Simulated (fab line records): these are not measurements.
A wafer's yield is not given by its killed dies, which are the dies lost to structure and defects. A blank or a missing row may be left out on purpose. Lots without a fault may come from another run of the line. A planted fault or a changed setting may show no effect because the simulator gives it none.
Split-lot experiment -- flow n5_finfet -- route with 1938 steps; 7 lots, 21 wafers read

## SPLIT DETAILS
At N5_BEOL_M9_COAT_22 (resist thk 30 nm), the setting spin_rpm was moved away from the recipe's 1500 rpm on 4 of the 21 wafers read, by -8.9% to +6.2%. The other wafers ran this setting at the recipe's value.

## FROM THE SPLIT TO THE READING: what the file shows between them, 5 steps
- N5_BEOL_M9_EBR_24
- N5_BEOL_M9_SOFTBAKE_23: time 60 s
- N5_BEOL_M9_EXPOSE_25: exposes mask V8
- N5_BEOL_M9_PEB_26: peb time 60 s
- N5_BEOL_M9_DEVELOP_27: develop time 30 s

## THE READING
CAR-EUV_of_BEOL_M9_COAT_22.thk_nm (the simulator's own value, which no gauge read), in nm, at N5_BEOL_M9_DESCUM_33 (chemistry O2, time 7 s). The file gives no usual value for it. The 17 wafers here that ran the recipe average 26.1 nm, standard deviation 0.11 nm.

wafer,"tool, chamber at the split","spin_rpm as run, rpm",against the recipe,"CAR-EUV_of_BEOL_M9_COAT_22.thk_nm, nm",against lot-mates on the recipe
L078.3,"litho_track-04, 0",1500,recipe,26,-
L078.4,"litho_track-04, 0",1367,-8.9%,27.2,+1.3
L078.6,"litho_track-04, 0",1500,recipe,25.8,-
L085.2,"litho_track-03, 0",1500,recipe,26,-
L085.3,"litho_track-03, 0",1500,recipe,26,-
L085.5,"litho_track-03, 0",1500,recipe,26,-
L084.1,"litho_track-03, 0",1500,recipe,26.2,-
L084.3,"litho_track-03, 0",1500,recipe,26,-
L084.5,"litho_track-03, 0",1500,recipe,26,-
L087.1,"litho_track-03, 0",1500,recipe,26,-
L087.2,"litho_track-03, 0",1500,recipe,26,-
L087.6,"litho_track-03, 0",1500,recipe,26,-
L091.1,"litho_track-02, 0",1500,recipe,26.2,-
L091.3,"litho_track-02, 0",1500,recipe,26,-
L091.5,"litho_track-02, 0",1593,+6.2%,25.2,-0.9
L096.1,"litho_track-04, 0",1500,recipe,26.2,-
L096.4,"litho_track-04, 0",1500,recipe,26.2,-
L096.5,"litho_track-04, 0",1500,recipe,26.2,-
L097.1,"litho_track-04, 0",1500,recipe,26.2,-
L097.2,"litho_track-04, 0",1457,-2.9%,26.4,+0.2
L097.4,"litho_track-04, 0",1457,-2.9%,26.6,+0.4

FIT RESULTS
A straight line over all 21 wafers: CAR-EUV_of_BEOL_M9_COAT_22.thk_nm changes by -0.135 nm for each +1% of spin_rpm; r = -0.95; the points scatter about the line by 0.11 nm.
The same after taking each lot's own level away (the mean of its wafers on the recipe; 21 wafers): -0.142 nm for each +1%; r = -0.98; scatter 0.076 nm.
Per that fit: largest spin_rpm move, reading shift of 1.3 nm.
The lots' own levels span 25.90 to 26.20 nm, that is 2.6 times the standard deviation above.
The two slopes are in agreement: the lot-to-lot level therefore moves the slope only a little.
Check: with one of the wafers moved furthest among these (-8.9%) left out of the fit, the line predicts +1.17 nm for it against its lot-mates. It came out at +1.3 nm against them.

## FURTHER SPLITS ON THESE WAFERS
Note: prior to the reading, these wafers also went through further splits. Each is held against what the fit with the lots' levels taken away leaves over:
other split on the same wafers,wafers away from the commonest value,r with CAR-EUV_of_BEOL_M9_COAT_22.thk_nm (lot level and that fit taken away)
N5_BEOL_M7_EXPOSE_08 dose_mj,7,-0.20
N5_BEOL_M7_ETCH_61 source_w,7,-0.04
N5_BEOL_M7_DESCUM_33 time_s,6,-0.10
N5_BEOL_M7_TRENCH_ETCH_37 bias_w,8,-0.11
N5_BEOL_M9_HM_DEP_02 target_thk_a,10,+0.14

## THE WHOLE CHAIN: every reading that the file lists as answering this split, in the file's order
step,what it does,reading,change (the file's fit),r (the file's)
N5_BEOL_M9_COAT_22,resist thk 30 nm,"CAR-EUV_of_BEOL_M9_COAT_22.thk_nm (the simulator's own value, which no gauge read)",-0.15 nm for each +1% of the setting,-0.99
N5_BEOL_M9_DEVELOP_27,develop time 30 s,"CAR-EUV_of_BEOL_M9_COAT_22.thk_nm (the simulator's own value, which no gauge read)",-0.158 nm for each +1% of the setting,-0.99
N5_BEOL_M9_DESCUM_33,"chemistry O2, time 7 s","CAR-EUV_of_BEOL_M9_COAT_22.thk_nm (the simulator's own value, which no gauge read)",-0.143 nm for each +1% of the setting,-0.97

## FILE'S OWN FIT
CAR-EUV_of_BEOL_M9_COAT_22.thk_nm changes by -0.143 nm for each +1% of spin_rpm, r = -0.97.
